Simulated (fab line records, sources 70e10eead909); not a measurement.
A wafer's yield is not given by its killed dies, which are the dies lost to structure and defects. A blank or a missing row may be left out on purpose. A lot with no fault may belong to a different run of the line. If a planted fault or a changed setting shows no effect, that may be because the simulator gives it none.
Which tool did it?    flow nandHarc    12 lots, 36 wafers sampled, at 4 steps of a route of 1302

== WHAT EACH GAUGE READ, for each wafer ==
The record holds no reading of a measuring or inspecting step that can be judged against a usual standard deviation.

== WHAT TOOL EACH LOT RAN ON (gives the tool, then ch and the chambers of the sampled wafers, and finally the start) ==
lot   NHARC_P_GATE_DEGAS_109       NHARC_P_CONTACT_DEP_30           NHARC_P_CONTACT_ETCH_36                       NHARC_P_CONTACT_ETCH_31
L357  pvdSputter-03, day 5 15:24   pecvd-01 ch 0,1,2, day 5 16:59   rieDiel-07 ch 0,3, day 5 19:20 or earlier     rieDiel-07 ch 0,1,2, day 5 19:20
L358  pvdSputter-01, day 6 04:56   pecvd-02 ch 0,2, day 6 05:56     rieDiel-13 ch 0,1,3, day 6 08:26 or earlier   rieDiel-13 ch 0,2,3, day 6 08:26
L360  pvdSputter-03, day 6 20:01   pecvd-04 ch 0,1,2, day 6 21:02   rieDiel-07 ch 1,2,3, day 6 23:31 or earlier   rieDiel-07 ch 0,3, day 6 23:31
L364  pvdSputter-01, day 9 23:04   pecvd-01 ch 1,2, day 10 00:09    rieDiel-13 ch 0,2,3, day 10 02:43 or earlier  rieDiel-13 ch 2,3, day 10 02:43
L363  pvdSputter-02, day 10 06:10  pecvd-04 ch 0,2, day 10 07:26    rieDiel-13 ch 0,2,3, day 10 10:02 or earlier  rieDiel-13 ch 2,3, day 10 10:02
L369  pvdSputter-03, day 10 18:05  pecvd-01 ch 0,1,2, day 10 19:07  rieDiel-13 ch 0,1,2, day 10 21:35 or earlier  rieDiel-13 ch 0,1,3, day 10 21:35
L374  pvdSputter-02, day 12 16:08  pecvd-02 ch 1,2, day 12 17:08    rieDiel-02 ch 0,1, day 12 19:38 or earlier    rieDiel-02 ch 0,2,3, day 12 19:38
L375  pvdSputter-02, day 13 10:33  pecvd-04 ch 0,1,2, day 13 11:37  rieDiel-02 ch 0,3, day 13 13:56 or earlier    rieDiel-02 ch 0,1,2, day 13 13:56
L376  pvdSputter-01, day 13 12:31  pecvd-01 ch 0,1, day 13 13:35    rieDiel-07 ch 0,1,2, day 13 16:03 or earlier  rieDiel-07 ch 1,2, day 13 16:03
L377  pvdSputter-02, day 13 23:45  pecvd-04 ch 0,1,2, day 14 00:47  rieDiel-07 ch 0,1,3, day 14 03:09 or earlier  rieDiel-07 ch 1,2,3, day 14 03:09
L379  pvdSputter-03, day 15 02:00  pecvd-04 ch 0,1,2, day 15 03:05  rieDiel-07 ch 0,1,2, day 15 05:29 or earlier  rieDiel-07 ch 0,1,2, day 15 05:29
L380  pvdSputter-02, day 15 07:01  pecvd-01 ch 1,2, day 15 08:07    rieDiel-07 ch 0,1, day 15 10:35 or earlier    rieDiel-07 ch 0,2, day 15 10:35
- NHARC_P_GATE_DEGAS_109: time 60 s.
- NHARC_P_CONTACT_DEP_30: deposits SiNx, target thk 30 nm.
- NHARC_P_CONTACT_ETCH_36: etches the open film in N2/H2, target depth 260 nm, time 406.25 s.
- NHARC_P_CONTACT_ETCH_31: etches the open film in CH3F/O2, target depth 30 nm, time 85.7 s.

== WHAT THE TOOLS THEMSELVES READ (means of the sampled wafers that have a number; where no wafer has one, the mark that the record gives instead) ==
NHARC_P_GATE_DEGAS_109.
lot   tool           heaterPowerW (W)
L357  pvdSputter-03  523
L358  pvdSputter-01  491
L360  pvdSputter-03  505
L364  pvdSputter-01  521
L363  pvdSputter-02  453
L369  pvdSputter-03  480
L374  pvdSputter-02  450
L375  pvdSputter-02  444
L376  pvdSputter-01  518
L377  pvdSputter-02  460
L379  pvdSputter-03  483
L380  pvdSputter-02  453

NHARC_P_CONTACT_DEP_30.
lot   tool      heaterPowerW (W)
L357  pecvd-01  737
L358  pecvd-02  696
L360  pecvd-04  794
L364  pecvd-01  632
L363  pecvd-04  749
L369  pecvd-01  664
L374  pecvd-02  635
L375  pecvd-04  762
L376  pecvd-01  768
L377  pecvd-04  782
L379  pecvd-04  751
L380  pecvd-01  633

NHARC_P_CONTACT_ETCH_36.
lot   tool        chamberPressureMTorr (mTorr)  drypumpMotorCurrentA (A)  oesProductAu (a.u.)  rfVppV (V)  runLengthS (s)  showerheadPlenumPTorr (Torr)  throttleValvePct (%)
L357  rieDiel-07  29.990                        5.59                      0.993                429.9       427.7           2.00                          14.169
L358  rieDiel-13  29.996                        5.65                      0.996                430.6       427.2           2.02                          14.172
L360  rieDiel-07  29.986                        5.49                      0.994                431.3       427.8           2.07                          14.177
L364  rieDiel-13  30.008                        5.80                      1.002                428.6       427.5           1.97                          14.176
L363  rieDiel-13  29.994                        5.80                      0.999                428.5       427.6           1.97                          14.168
L369  rieDiel-13  29.991                        5.89                      1.003                430.1       427.3           2.03                          14.170
L374  rieDiel-02  30.003                        5.79                      0.982                430.8       427.5           2.01                          14.181
L375  rieDiel-02  30.006                        5.58                      0.992                432.6       427.6           2.10                          14.170
L376  rieDiel-07  30.018                        5.44                      1.007                429.8       428.1           2.02                          14.172
L377  rieDiel-07  29.986                        5.57                      0.999                429.7       427.8           1.99                          14.181
L379  rieDiel-07  30.002                        5.42                      1.005                429.6       427.8           2.02                          14.168
L380  rieDiel-07  29.998                        5.51                      1.003                427.8       427.8           1.94                          14.178

NHARC_P_CONTACT_ETCH_31.
lot   tool        chamberPressureMTorr (mTorr)  drypumpMotorCurrentA (A)  oesProductAu (a.u.)  rfVppV (V)  runLengthS (s)  showerheadPlenumPTorr (Torr)  throttleValvePct (%)
L357  rieDiel-07  25.018                        5.43                      0.977                243.9       107.2           2.44                          20.664
L358  rieDiel-13  24.987                        5.81                      0.964                243.1       107.1           2.38                          20.662
L360  rieDiel-07  24.990                        5.62                      0.965                244.3       107.1           2.47                          20.651
L364  rieDiel-13  24.999                        5.64                      0.975                243.7       107.2           2.40                          20.665
L363  rieDiel-13  24.988                        5.64                      0.969                243.7       72.9            2.40                          20.654
L369  rieDiel-13  25.020                        5.68                      0.986                243.2       95.2            2.43                          20.660
L374  rieDiel-02  24.994                        5.67                      0.972                244.0       107.4           2.48                          20.654
L375  rieDiel-02  24.988                        5.72                      0.969                243.8       107.1           2.45                          20.664
L376  rieDiel-07  25.006                        5.32                      1.002                246.3       107.8           2.53                          20.659
L377  rieDiel-07  25.002                        5.47                      0.986                244.5       107.3           2.49                          20.655
L379  rieDiel-07  24.990                        5.41                      0.983                244.3       107.3           2.44                          20.666
L380  rieDiel-07  24.979                        5.34                      0.990                244.6       107.6           2.54                          20.651

== THE ANSWER, worked out from the rows above alone ==
Rule: what is usual is taken from the lots themselves. The widest of any qualifying gaps counts: lots, ordered by their means at a reading, are off when they make up no more than a third of the lots, leave a main group of 4 or more, and stand apart from it by 3 or more times the standard deviation of that group's means. Not used: any main group whose means are identical at the precision the tables above print for the reading. A lot without any number at a reading at which 4 lots or more have one is off too. The other lots that the step has rows for count as sound. The gauges are gone through in route order, then the tools' own readings, and for those a lot's mean is taken as printed above. At the first step where some lot is off, the reading lying furthest off is the one used; lots without a number count as furthest.
Off, at NHARC_P_CONTACT_ETCH_31 on runLengthS: L363, L369. Main group: mean 107.3 s, sd 0.22.
A tool fits if, at that step or a process step before it, it ran every lot that is off, and no sound lot after the first of them. Because NHARC_P_CONTACT_ETCH_36 lacks a start for some lots, the hours and order of its lots are taken from NHARC_P_CONTACT_ETCH_31. One candidate fits, namely rieDiel-13 at NHARC_P_CONTACT_ETCH_36 and NHARC_P_CONTACT_ETCH_31. At NHARC_P_CONTACT_ETCH_36 its last sound lot is L364 (day 10 02:43), its first lot that is off L363 (day 10 10:02): a fault that began between those two fits.

== WHAT THE SIMULATOR HAD PUT IN ==
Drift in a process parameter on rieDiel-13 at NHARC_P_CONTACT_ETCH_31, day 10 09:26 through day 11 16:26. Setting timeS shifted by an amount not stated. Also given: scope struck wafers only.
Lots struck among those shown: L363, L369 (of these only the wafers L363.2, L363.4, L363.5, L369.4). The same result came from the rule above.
